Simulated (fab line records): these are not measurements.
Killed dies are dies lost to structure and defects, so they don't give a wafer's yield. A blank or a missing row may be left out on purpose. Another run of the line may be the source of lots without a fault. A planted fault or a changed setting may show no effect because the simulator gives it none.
fab line records ; flow n5Finfet
[record] lots = 9; wafers = 25; lastDay = 17
route steps=1938 shown PMOS_HMC_CHANNEL_EPI@71 FIN_SAQP@94 BEOL_M4@1111 PASSIVATION@1936
lots untouched by any fault: they come from a run of this same line in which no faults occurred
startH: the number of hours between the record's first day and the start of the first shown wafer of the lot ; waitH: hours elapsed since this lot's preceding step ; " as in the row above ; L1.1+2: a row that stands for several wafers ; - value missing, or start not given ; * or withheld: withheld ; < > ~ a bound
route shown NAME@n: NAME is a module with steps in the file, n the number in the route of the first one ; usual: mean/standard deviation of fault-free wafers ; same: alike in all rows ; chamber/n: place in a boat ; sites: each site's reading ; _std_site: how widely they spread, as a standard deviation ; _edge_site: the outer-site mean with the inner-site mean subtracted ; radiusMm: how far each site lies from the wafer's centre ; mask NAME#n: copy n ; behind: the tool/chamber that last shaped the wafer ; hold: why the lot went on hold/how many hours it stayed there/how the hold came to an end ; device: which transistor (n, p or np) failed to switch ; end of line: the tests these same wafers got at the end of their route ; step lacking rows: just its recipe ; killed: at the first sort, the dies lost to defects and structure; wafer yield is something else ; map: per-die view of a wafer (x killed, . not killed, _ where there is no die)
set.NAME: setting as actually run; set.NAME@STEP: the setting as run at that earlier step ; model.NAME: the simulator's own value behind a step, which no gauge read
a sample of lots followed through the steps of the route, with each step as a table and each wafer as a row
services: from which hour (startH, from the record's first day; less than 0 if before it) a tool's chamber was out of use, for how many hours, and why
[[steps]]
[step N5_PMOS_HMC_CHANNEL_EPI_STRIP_33]
[recipe] chemistry = N2/H2; powerW = 500; tempC = 40; pressureMtorr = 50; rfFrequencyHz = 6e+07; overashFraction = 0.3; biasPowerW = 8; h2Frac = 0.5; n2FlowSccm = 300; h2FlowSccm = 300
[usual] drypumpMotorCurrentA = 5.5/0.44; h2FlowSccm = 299.9/1; oesProductAu = 0.79/0.068; rfVppV = 54.2/1.7; showerheadPlenumPTorr = 3.37/0.13; throttleValvePct = 18.8/0.37
lot.wafer;tool;chamber;startH;waitH;drypumpMotorCurrentA;h2FlowSccm;oesProductAu;rfHoursCounterH;rfVppV;showerheadPlenumPTorr;throttleValvePct
L488.1;rieDiel-02;3;31.32;0.0;5.5;299.4;0.78;106;52.7;3.54;19.5
L488.2;rieDiel-02;0;31.32;0.0;5.1;300.5;0.78;121;51.2;3.35;18.4
L488.4;rieDiel-02;1;31.32;0.0;6.0;301.4;0.84;101;52.0;3.23;18.6
L491.1;rieDiel-06;0;48.43;0.0;5.6;299.8;0.69;232;52.8;3.45;18.6
L491.2;rieDiel-06;3;48.43;0.0;5.9;299.2;0.85;94;52.5;3.11;18.3
L491.6;rieDiel-06;1;48.43;0.0;4.7;301.2;0.71;-;52.6;3.32;18.6
L492.1;rieDiel-02;1;54.50;0.0;6.0;298.9;0.82;108;55.9;3.23;18.6
L492.2;rieDiel-02;2;54.50;0.0;5.9;302.8;0.76;163;54.2;3.34;18.8
L492.4;rieDiel-02;0;54.50;0.0;5.0;301.2;0.78;131;54.9;3.34;18.4
L499.1;rieDiel-02;1;96.01;0.0;6.0;302.0;0.81;120;54.9;3.22;18.6
L499.5;rieDiel-02;0;96.01;0.0;5.1;299.2;0.78;-;55.7;3.34;18.4
L501.1;rieDiel-02;2;108.41;0.0;5.9;300.6;0.74;178;55.4;3.33;18.8
L501.6;rieDiel-02;2;108.41;0.0;5.9;299.9;0.75;-;53.0;3.33;18.8
L503.2;rieDiel-06;1;119.57;0.0;4.7;298.9;0.68;213;54.8;3.31;18.7
L503.3;rieDiel-06;2;119.57;0.0;5.4;299.3;0.85;70;55.5;3.54;18.8
L503.5;rieDiel-06;1;119.57;0.0;4.7;301.7;0.68;-;53.6;3.31;18.7
L506.2;rieDiel-05;0;137.39;0.0;6.0;300.4;0.85;56;53.2;3.42;18.6
L506.4;rieDiel-05;2;137.39;0.0;5.1;299.9;0.85;55;52.2;3.56;18.7
L506.6;rieDiel-05;3;137.39;0.0;5.2;299.7;0.88;-;54.5;3.45;19.1
L508.2;rieDiel-06;2;149.52;0.0;5.4;300.4;0.84;82;55.2;3.53;18.8
L508.4;rieDiel-06;3;149.52;0.0;5.9;299.5;0.81;131;54.3;3.09;18.3
L508.6;rieDiel-06;1;149.52;0.0;4.7;299.0;0.68;-;52.0;3.30;18.7
L509.2;rieDiel-06;2;156.09;0.0;5.4;299.2;0.84;84;54.7;3.53;18.8
L509.3;rieDiel-06;0;156.09;0.0;5.7;299.7;0.97;8;53.1;3.44;18.3
L509.4;rieDiel-06;3;156.09;0.0;5.9;300.0;0.81;132;54.5;3.09;18.3
[step N5_FIN_SAQP_ALD_61]
[recipe] material = SiO2; targetThkA = 40; tempC = 300; aldPrecursorFamily = BDEAS; aldCoReactant = O2-plasma; pulseTimeS = 1; purgeTimeS = 2; coReactantPurgeTimeS = 2; aldCycles = 43; pressureTorr = 2
[usual] heaterPowerW = 456/42; precursorPulseHeightRel = 1.000/0.02
[same] pulseTimeS = 1
lot.wafer;tool;chamber;startH;waitH;heaterPowerW;precursorPulseHeightRel
L488.1;aldSin-02;2;34.05;0.0;424;0.965
L488.2;aldSin-02;3;34.05;0.0;390;1.001
L488.4;aldSin-02;1;34.05;0.0;519;1.012
L491.1;aldSin-03;0;51.20;0.0;447;1.011
L491.2;aldSin-03;2;51.20;0.0;439;0.993
L491.6;aldSin-03;2;51.20;0.0;444;1.013
L492.1;aldSin-03;1;58.25;0.0;449;1.003
L492.2;aldSin-03;3;58.25;0.0;522;1.008
L492.4;aldSin-03;0;58.25;0.0;441;0.979
L499.1;aldSin-02;2;98.88;0.2;430;1.038
L499.5;aldSin-02;1;98.88;0.2;533;0.978
L501.1;aldSin-02;2;111.50;0.3;423;1.021
L501.6;aldSin-02;3;111.50;0.3;384;1.029
L503.2;aldSin-04;3;122.80;0.5;442;0.999
L503.3;aldSin-04;1;122.80;0.5;468;0.997
L503.5;aldSin-04;3;122.80;0.5;455;0.998
L506.2;aldSin-02;0;140.54;0.0;442;1.018
L506.4;aldSin-02;3;140.54;0.0;403;1.017
L506.6;aldSin-02;2;140.54;0.0;428;1.010
L508.2;aldSin-03;1;152.65;0.0;443;0.996
L508.4;aldSin-03;2;152.65;0.0;438;1.006
L508.6;aldSin-03;2;152.65;0.0;428;0.988
L509.2;aldSin-03;2;158.82;0.0;436;0.986
L509.3;aldSin-03;0;158.82;0.0;440;1.029
L509.4;aldSin-03;3;158.82;0.0;523;1.027
[step N5_FIN_SAQP_DENSIFY_62]
[recipe] tempC = 700; timeS = 60; ambient = N2; idleTempC = 600; rampUpCPerS = 150; rampDownCPerS = 60; coolToC = 600
[usual] lampPowerPct = 9.84/0.058; wafer_temp_C_max = 703.3/0.68
[same] timeS = 60
lot.wafer;tool;chamber;startH;waitH;lampPowerPct;wafer_temp_C_max
L488.1;rtpAnneal-02;0;34.25;0.1;9.81;702.5
L488.2;rtpAnneal-02;0;34.25;0.1;9.89;702.5
L488.4;rtpAnneal-02;0;34.25;0.1;9.83;704.0
L491.1;rtpAnneal-02;0;51.53;0.3;9.76;702.7
L491.2;rtpAnneal-02;0;51.53;0.3;9.88;703.3
L491.6;rtpAnneal-02;0;51.53;0.3;9.83;703.8
L492.1;rtpAnneal-01;0;58.45;0.1;9.84;703.0
L492.2;rtpAnneal-01;0;58.45;0.1;9.79;703.1
L492.4;rtpAnneal-01;0;58.45;0.1;9.88;702.5
L499.1;rtpAnneal-01;0;99.08;0.1;9.80;705.3
L499.5;rtpAnneal-01;0;99.08;0.1;9.81;703.6
L501.1;rtpAnneal-01;0;111.83;0.2;9.82;703.1
L501.6;rtpAnneal-01;0;111.83;0.2;9.93;704.3
L503.2;rtpAnneal-01;0;123.03;0.1;9.89;704.0
L503.3;rtpAnneal-01;0;123.03;0.1;9.82;702.4
L503.5;rtpAnneal-01;0;123.03;0.1;9.84;702.8
L506.2;rtpAnneal-02;0;140.77;0.1;9.85;703.7
L506.4;rtpAnneal-02;0;140.77;0.1;9.80;703.2
L506.6;rtpAnneal-02;0;140.77;0.1;9.89;703.6
L508.2;rtpAnneal-02;0;152.99;0.3;9.92;704.3
L508.4;rtpAnneal-02;0;152.99;0.3;9.90;704.2
L508.6;rtpAnneal-02;0;152.99;0.3;9.87;704.8
L509.2;rtpAnneal-01;0;159.05;0.1;9.87;702.8
L509.3;rtpAnneal-01;0;159.05;0.1;9.76;702.8
L509.4;rtpAnneal-01;0;159.05;0.1;9.79;702.8
[step N5_FIN_SAQP_PECVD_47]
[recipe] material = a-Si; targetThkA = 450; tempC = 400; precursor = SiH4/He; pressureTorr = 3; rfW = 100; timeS = 36.3
[usual] heaterPowerW = 783/67; runLengthS = 72.9/0.64; showerheadPlenumPTorr = 5.67/0.046; showerheadVppV = 610/24; throttleValvePct = 18.8/1.2
lot.wafer;tool;chamber;startH;waitH;heaterPowerW;runLengthS;showerheadPlenumPTorr;showerheadVppV;throttleValvePct
L488.1;pecvd-03;1;34.59;0.0;837;73.1;5.69;596;19.4
L488.2;pecvd-03;0;34.59;0.0;775;73.3;5.70;587;18.3
L488.4;pecvd-03;1;34.59;0.0;862;73.5;5.67;581;19.4
L491.1;pecvd-03;2;51.90;0.0;666;72.1;5.69;624;16.7
L491.2;pecvd-03;0;51.90;0.0;761;73.4;5.70;590;18.3
L491.6;pecvd-03;0;51.90;0.0;781;74.2;5.71;598;18.4
L492.1;pecvd-03;2;58.80;0.0;734;72.6;5.69;625;16.7
L492.2;pecvd-03;1;58.80;0.0;781;73.3;5.66;583;19.2
L492.4;pecvd-03;1;58.80;0.0;773;74.0;5.67;595;19.3
L499.1;pecvd-03;2;99.42;0.0;663;77.3;5.69;621;17.3
L499.5;pecvd-03;0;99.42;0.0;753;73.6;5.71;601;18.6
L501.1;pecvd-03;1;112.19;0.0;798;78.4;5.68;585;19.3
L501.6;pecvd-03;0;112.19;0.0;868;73.8;5.69;600;18.2
L503.2;pecvd-04;1;123.36;0.0;854;72.5;5.64;651;20.2
L503.3;pecvd-04;1;123.36;0.0;820;72.5;5.63;670;20.4
L503.5;pecvd-04;0;123.36;0.0;705;72.3;5.65;611;19.1
L506.2;pecvd-04;1;141.08;0.0;778;72.6;5.64;666;20.1
L506.4;pecvd-04;2;141.08;0.0;827;72.5;5.59;601;17.8
L506.6;pecvd-04;0;141.08;0.0;767;73.0;5.67;603;18.9
L508.2;pecvd-01;2;153.30;0.0;785;74.0;5.66;595;18.7
L508.4;pecvd-01;2;153.30;0.0;832;73.1;5.68;600;18.6
L508.6;pecvd-01;1;153.30;0.0;879;73.4;5.78;600;21.1
L509.2;pecvd-01;1;159.39;0.0;917;73.9;5.75;613;21.0
L509.3;pecvd-01;0;159.39;0.0;618;72.8;5.60;580;17.8
L509.4;pecvd-01;1;159.39;0.0;941;73.6;5.76;609;21.5
[step N5_FIN_SAQP_MANDREL_ETCH_58]
[recipe] chemistry = HBr/Cl2; target = a-Si; targetDepthA = 450; btTimeS = 10; stopOn = SiNx; maskMaterial = SiO2; overEtchFrac = 0.8; timeS = 27; pressureMtorr = 10; icpW = 800; biasW = 75; HBr_flow_sccm = 150; Cl2_flow_sccm = 80; ends = endPoint
[usual] drypumpMotorCurrentA = 5.8/0.52; oesProductAu = 0.700/0.016; throttleValvePct = 35.8/0.34
lot.wafer;tool;chamber;startH;waitH;drypumpMotorCurrentA;oesProductAu;rfHoursCounterH;throttleValvePct
L488.1;rieSi-02;0;37.60;0.0;6.4;0.693;83;35.9
L488.2;rieSi-02;2;37.60;0.0;6.0;0.678;7;35.2
L488.4;rieSi-02;1;37.60;0.0;6.2;0.712;93;35.8
L491.1;rieSi-02;2;55.46;0.0;6.0;0.677;8;35.2
L491.2;rieSi-02;3;55.46;0.0;5.9;0.716;74;35.8
L491.6;rieSi-02;1;55.46;0.0;6.3;0.718;-;35.8
L492.1;rieSi-05;0;62.22;0.0;5.7;0.704;67;35.6
L492.2;rieSi-05;1;62.22;0.0;5.4;0.703;2;35.7
L492.4;rieSi-05;3;62.22;0.0;6.5;0.675;2;36.6
L499.1;rieSi-05;1;102.43;0.0;5.5;0.767;3;35.5
L499.5;rieSi-05;1;102.43;0.0;5.5;0.703;-;35.6
L501.1;rieSi-01;0;115.47;0.0;6.0;0.727;159;35.5
L501.6;rieSi-01;2;115.47;0.0;5.4;0.711;-;35.6
L503.2;rieSi-05;0;126.83;0.0;5.7;0.710;68;35.6
L503.3;rieSi-05;2;126.83;0.0;4.8;0.687;73;35.8
L503.5;rieSi-05;1;126.83;0.0;5.5;0.717;-;35.7
L506.2;rieSi-01;3;144.78;0.0;5.3;0.700;87;35.5
L506.4;rieSi-01;2;144.78;0.0;5.3;0.721;81;35.6
L506.6;rieSi-01;2;144.78;0.0;5.3;0.712;-;35.6
L508.2;rieSi-05;3;156.94;0.0;6.5;0.666;4;36.6
L508.4;rieSi-05;1;156.94;0.0;5.5;0.696;4;35.7
L508.6;rieSi-05;1;156.94;0.0;5.5;0.709;-;35.7
L509.2;rieSi-02;1;163.45;0.0;6.3;0.704;95;35.8
L509.3;rieSi-02;2;163.45;0.0;6.0;0.680;10;35.3
L509.4;rieSi-02;3;163.45;0.0;5.8;0.706;76;35.8
[step N5_BEOL_M4_RC_MEAS_101]
[usual] DIBL_N = 36.7/2.4; DIBL_P = 37.4/2.9; IOFF_N = 0.18/0.05; IOFF_P = 0.23/0.058; ION_N = 683/16; ION_P = 467/11; SS_N = 71.7/0.77; SS_P = 73.5/0.87; VT_N = 249/4.3; VT_P = -250/4.4
lot.wafer;tool;chamber;startH;waitH;DIBL_N[mV/V];DIBL_P[mV/V];IOFF_N[nA/um];IOFF_P[nA/um];ION_N[uA/um];ION_P[uA/um];SS_N[mV/dec];SS_P[mV/dec];VT_N[mV];VT_P[mV]
L488.1;prober-01;0;173.25;0.0;40.3;40.8;0.21;0.26;705;477;72.5;74.6;248;-248
L488.2;prober-01;0;173.25;0.0;39.0;38.0;0.17;0.21;685;461;72.2;73.5;250;-254
L488.4;prober-01;0;173.25;0.0;38.0;38.5;0.17;0.23;665;456;71.6;73.4;250;-252
L491.1;prober-01;0;195.96;0.0;36.8;38.4;0.15;0.23;665;467;71.2;74.1;253;-250
L491.2;prober-01;0;195.96;0.0;39.4;42.4;0.25;0.32;709;489;73.4;74.4;245;-246
L491.6;prober-01;0;195.96;0.0;35.4;37.2;0.14;0.21;668;464;71.2;74.1;254;-254
L492.1;prober-01;0;201.04;0.0;36.1;36.6;0.17;0.26;687;481;71.3;73.1;246;-246
L492.2;prober-01;0;201.04;0.0;37.2;36.7;0.17;0.24;664;454;72.0;73.6;249;-246
L492.4;prober-01;0;201.04;0.0;36.5;36.5;0.17;0.24;688;474;71.9;73.3;249;-248
L499.1;prober-01;0;244.39;0.0;39.9;40.6;0.24;0.30;686;472;72.7;74.0;245;-245
L499.5;prober-01;0;244.39;0.0;38.0;40.3;0.19;0.28;673;465;71.8;74.7;247;-243
L501.1;prober-01;0;251.47;0.0;34.5;33.6;0.14;0.18;670;458;71.1;72.3;254;-251
L501.6;prober-01;0;251.47;0.0;36.0;37.2;0.18;0.22;672;461;72.4;73.4;250;-250
L503.2;prober-02;0;260.05;0.2;34.8;37.0;0.14;0.21;662;461;71.4;73.7;254;-249
L503.3;prober-02;0;260.05;0.2;32.5;34.5;0.11;0.17;665;463;70.2;72.6;258;-253
L503.5;prober-02;0;260.05;0.2;34.2;36.5;0.13;0.19;658;460;70.7;73.0;255;-252
L506.2;prober-01;0;285.61;0.2;37.9;40.9;0.19;0.23;669;459;72.2;73.8;248;-251
L506.4;prober-01;0;285.61;0.2;34.5;35.3;0.13;0.15;664;449;71.4;72.8;251;-256
L506.6;prober-01;0;285.61;0.2;35.7;38.1;0.16;0.19;666;449;71.5;73.4;247;-254
L509.2;prober-02;0;300.90;0.2;36.6;38.0;0.18;0.20;698;473;71.7;73.0;247;-252
L509.3;prober-02;0;300.90;0.2;37.9;38.7;0.18;0.21;673;456;71.9;73.6;249;-252
L509.4;prober-02;0;300.90;0.2;37.5;39.5;0.22;0.24;697;466;72.2;73.6;243;-249
L508.2;prober-02;0;304.06;0.2;37.8;37.7;0.18;0.20;684;457;71.9;74.1;248;-254
L508.4;prober-02;0;304.06;0.2;34.3;34.0;0.11;0.15;670;468;71.0;72.7;254;-258
L508.6;prober-02;0;304.06;0.2;33.2;33.0;0.10;0.14;668;462;70.1;72.2;257;-260
[step N5_PASSIVATION_PROBE_49]
[usual] defectLimitedYield = 91.4/1.6; killed_at_M0_to_M3 = 31/11; killed_at_M4_up = 14/5.7; killedAtContacts = 12/6; killedAtFrontEnd = 41/13; killedAtOther = 3.3/2.8; killedDies = 101/19; killedOpen = 67/14; killedShort = 33/8.2; sort_bin_5_function = 5.0/1.1; sort_bin_6_memory = 3.3/0.74; sortNPass = 1078/20; sortYieldPct = 91.3/1.7
[same] grossDies = 1180; killedAtBackSide = 0; sort_bin_4_leakage[%] = 0; sort_bin_8_speed[%] = 0
lot.wafer;tool;chamber;startH;waitH;defectLimitedYield[%];killed_at_M0_to_M3;killed_at_M4_up;killedAtContacts;killedAtFrontEnd;killedAtOther;killedDies;killedOpen;killedShort;sort_bin_5_function[%];sort_bin_6_memory[%];sortNPass;sortYieldPct[%]
L491.1;prober-01;-;298.85;0.0;91.9;28;12;11;45;0;96;65;31;4.7;3.3;1084;91.9
L491.2;prober-01;-;298.90;0.1;91.2;42;13;6;43;0;104;70;34;5.1;3.5;1076;91.2
L491.6;prober-01;-;299.10;0.3;89.7;47;7;14;53;1;122;79;43;5.6;4.3;1058;89.7
L501.1;prober-01;-;364.60;0.0;95.5;13;4;10;22;4;53;39;14;2.6;1.6;1127;95.5
// killed by level:class
L491.1 FIN_SAQP:geometricParticle:short=11 MOL_CONTACT_COAG:geometricParticle:open=9 STI_FIN_REVEAL:geometricParticle:open=8 FIN_SAQP:geometricParticle:open=7 BEOL_M0_SAQP:geometricParticle:short=5 BEOL_M1:geometricParticle:open=5 DUMMY_GATE:geometricParticle:open=4 BEOL_M0_SAQP:geometricParticle:open=4
L491.2 BEOL_M3:geometricParticle:open=11 FIN_SAQP:geometricParticle:open=8 BEOL_M2:geometricParticle:open=8 STI_FIN_REVEAL:geometricParticle:open=7 BEOL_M0_SAQP:geometricParticle:open=7 BEOL_M2:geometricParticle:short=7 FIN_SAQP:geometricParticle:short=6 GATE_CUT:geometricParticle:open=5
L491.6 BEOL_M1:geometricParticle:open=15 STI_FIN_REVEAL:geometricParticle:open=14 FIN_SAQP:geometricParticle:short=13 MOL_CONTACT_COAG:geometricParticle:open=10 BEOL_M2:geometricParticle:open=9 FIN_SAQP:geometricParticle:open=5 GATE_CUT:geometricParticle:short=5 BEOL_M0_SAQP:geometricParticle:open=5
L501.1 MOL_CONTACT_COAG:geometricParticle:open=8 STI_FIN_REVEAL:geometricParticle:open=7 STARTING-WAFER:geometricParticle:short=5 BEOL_M2:geometricParticle:open=3 BEOL_M4:geometricParticle:open=3 MIM_BOT:geometricParticle:open=3 DUMMY_GATE:geometricParticle:open=2 MOL_CONTACT_COAG:geometricParticle:short=2
[[services]]
tool;chamber;startH;hours;kind
rieDiel-06;-;9.88;15.6;pm
pecvd-01;-;13.96;0.6;repair
aldSin-02;0;14.49;7.7;repair
pecvd-03;2;21.16;-;clean
pecvd-03;2;21.16;-;consumableReplace:showerhead
pecvd-03;2;21.16;29.0;scheduledDown
pecvd-03;2;21.16;29.0;ventCycle
rieDiel-05;-;24.05;28.1;pm
rieDiel-02;3;33.27;5.6;repair
rieDiel-02;1;40.12;7.8;repair
rieSi-02;-;41.58;2.8;pm
rieSi-01;1;42.02;3.6;repair
rieDiel-02;-;44.13;2.8;pm
aldSin-02;3;53.36;14.6;repair
rtpAnneal-02;-;53.43;4.3;pm
rieSi-01;0;53.77;3.4;repair
rieSi-05;2;62.70;5.8;repair
pecvd-01;-;65.20;12.1;repair
rieDiel-05;0;73.14;6.9;repair
rieDiel-02;2;79.85;2.1;repair
aldSin-04;-;85.37;14.0;pm
pecvd-04;-;98.89;2.7;repair
rieDiel-02;3;135.96;8.7;repair
aldSin-02;-;157.23;6.1;pm
[[key]]
[firstSign] step = N5_FIN_SAQP_PECVD_47; reading = runLengthS; direction = up; sigmas = 7.6; usual = *; struck = *
[effect] step = N5_FIN_SAQP_MANDREL_ETCH_58; reading = oesProductAu; direction = up; sigmas = 3; usual = 0.700; struck = 0.747
metAt N5_FIN_SAQP_PECVD_47
struckLots L499,L501
struckWafers L499.1,L501.1
notActingAt N5_PMOS_HMC_CHANNEL_EPI_STRIP_33,N5_FIN_SAQP_ALD_61,N5_FIN_SAQP_DENSIFY_62
onsetBetween 58.80 99.42
[fault] kind = processParameterDrift; tool = pecvd-03; chamber = -; onsetH = 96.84; steps = N5_FIN_SAQP_PECVD_47; channel = timeS; offset = *; shape = step; endH = 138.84; scope = struckWafersOnly; actsIn = *; stated = *
